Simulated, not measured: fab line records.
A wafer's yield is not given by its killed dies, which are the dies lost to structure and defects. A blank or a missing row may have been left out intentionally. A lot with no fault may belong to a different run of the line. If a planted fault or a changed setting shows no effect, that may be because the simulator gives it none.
Chamber matching :: flow n5_finfet :: N5_HKMG_FIN_ETCH_67 on rie_diel-04: 4 sister chambers
The step etches SOC in N2/H2, stops on TiN, target depth 388.9 nm. 14 wafers are shown with their chamber, then 7 later ones without.

## WAFERS, EACH WITH ITS CHAMBER
wafer: L080.1
chamber: 2
showerhead_plenum_p_Torr (Torr): 2.48
drypump_motor_current_A (A): 5.8
throttle_valve_pct (%): 17.82

wafer: L080.3
chamber: 3
showerhead_plenum_p_Torr (Torr): 2.70
drypump_motor_current_A (A): 6.0
throttle_valve_pct (%): 17.64

wafer: L080.6
chamber: 3
showerhead_plenum_p_Torr (Torr): 2.70
drypump_motor_current_A (A): 6.0
throttle_valve_pct (%): 17.63

wafer: L083.1
chamber: 1
showerhead_plenum_p_Torr (Torr): 2.51
drypump_motor_current_A (A): 6.0
throttle_valve_pct (%): 18.06

wafer: L083.2
chamber: 0
showerhead_plenum_p_Torr (Torr): 2.50
drypump_motor_current_A (A): 6.5
throttle_valve_pct (%): 17.89

wafer: L083.4
chamber: 3
showerhead_plenum_p_Torr (Torr): 2.70
drypump_motor_current_A (A): 6.0
throttle_valve_pct (%): 17.65

wafer: L084.3
chamber: 3
showerhead_plenum_p_Torr (Torr): 2.70
drypump_motor_current_A (A): 6.0
throttle_valve_pct (%): 17.66

wafer: L084.5
chamber: 0
showerhead_plenum_p_Torr (Torr): 2.50
drypump_motor_current_A (A): 6.5
throttle_valve_pct (%): 17.89

wafer: L084.6
chamber: 1
showerhead_plenum_p_Torr (Torr): 2.50
drypump_motor_current_A (A): 6.0
throttle_valve_pct (%): 18.06

wafer: L088.2
chamber: 2
showerhead_plenum_p_Torr (Torr): 2.47
drypump_motor_current_A (A): 5.9
throttle_valve_pct (%): 17.85

wafer: L088.3
chamber: 0
showerhead_plenum_p_Torr (Torr): 2.50
drypump_motor_current_A (A): 6.5
throttle_valve_pct (%): 17.91

wafer: L088.5
chamber: 3
showerhead_plenum_p_Torr (Torr): 2.69
drypump_motor_current_A (A): 6.0
throttle_valve_pct (%): 17.67

wafer: L089.2
chamber: 0
showerhead_plenum_p_Torr (Torr): 2.50
drypump_motor_current_A (A): 6.5
throttle_valve_pct (%): 17.88

wafer: L089.3
chamber: 2
showerhead_plenum_p_Torr (Torr): 2.47
drypump_motor_current_A (A): 5.8
throttle_valve_pct (%): 17.86

SIGNATURES (averages over the wafers above)
reading: showerhead_plenum_p_Torr
chamber 0: 2.5000
chamber 1: 2.5050
chamber 2: 2.4733
chamber 3: 2.6980
scatter within a chamber: 0.00443

reading: drypump_motor_current_A
chamber 0: 6.500
chamber 1: 6.000
chamber 2: 5.833
chamber 3: 6.000
scatter within a chamber: 0.0258

reading: throttle_valve_pct
chamber 0: 17.8925
chamber 1: 18.0600
chamber 2: 17.8433
chamber 3: 17.6500
scatter within a chamber: 0.0153
Rule: for each reading, subtract the chamber's mean from the wafer's reading, divide by that reading's scatter and square the result; add these up over the readings and take the root, which gives the wafer's distance from the chamber. If the next closest chamber is less than 2 further off than the closest, the wafer can't be placed; otherwise it belongs to the closest. The scatter: the root of (the sum of the squares of (reading less its chamber's mean) over the shown wafers, divided by (wafers less chambers)).

## WAFERS WITHOUT THEIR CHAMBER
wafer: L089.6
showerhead_plenum_p_Torr (Torr): 2.50
drypump_motor_current_A (A): 6.5
throttle_valve_pct (%): 17.90

wafer: L093.1
showerhead_plenum_p_Torr (Torr): 2.69
drypump_motor_current_A (A): 6.0
throttle_valve_pct (%): 17.71

wafer: L093.4
showerhead_plenum_p_Torr (Torr): 2.49
drypump_motor_current_A (A): 6.5
throttle_valve_pct (%): 17.92

wafer: L093.5
showerhead_plenum_p_Torr (Torr): 2.49
drypump_motor_current_A (A): 6.5
throttle_valve_pct (%): 17.93

wafer: L095.1
showerhead_plenum_p_Torr (Torr): 2.69
drypump_motor_current_A (A): 6.0
throttle_valve_pct (%): 17.71

wafer: L095.3
showerhead_plenum_p_Torr (Torr): 2.49
drypump_motor_current_A (A): 6.6
throttle_valve_pct (%): 17.47

wafer: L095.4
showerhead_plenum_p_Torr (Torr): 2.50
drypump_motor_current_A (A): 5.9
throttle_valve_pct (%): 17.70

## EACH ONE'S CHAMBER
wafer: L089.6
from the rows above: 0
in truth: 0

wafer: L093.1
from the rows above: 3
in truth: 3

wafer: L093.4
from the rows above: 0
in truth: 0

wafer: L093.5
from the rows above: 0
in truth: 0

wafer: L095.1
from the rows above: 3
in truth: 3

wafer: L095.3
from the rows above: 0
in truth: 0

wafer: L095.4
from the rows above: 2
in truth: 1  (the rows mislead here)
Placed correctly: 6 of 7. From these rows, 0 cannot be placed. Placed wrongly: 1.
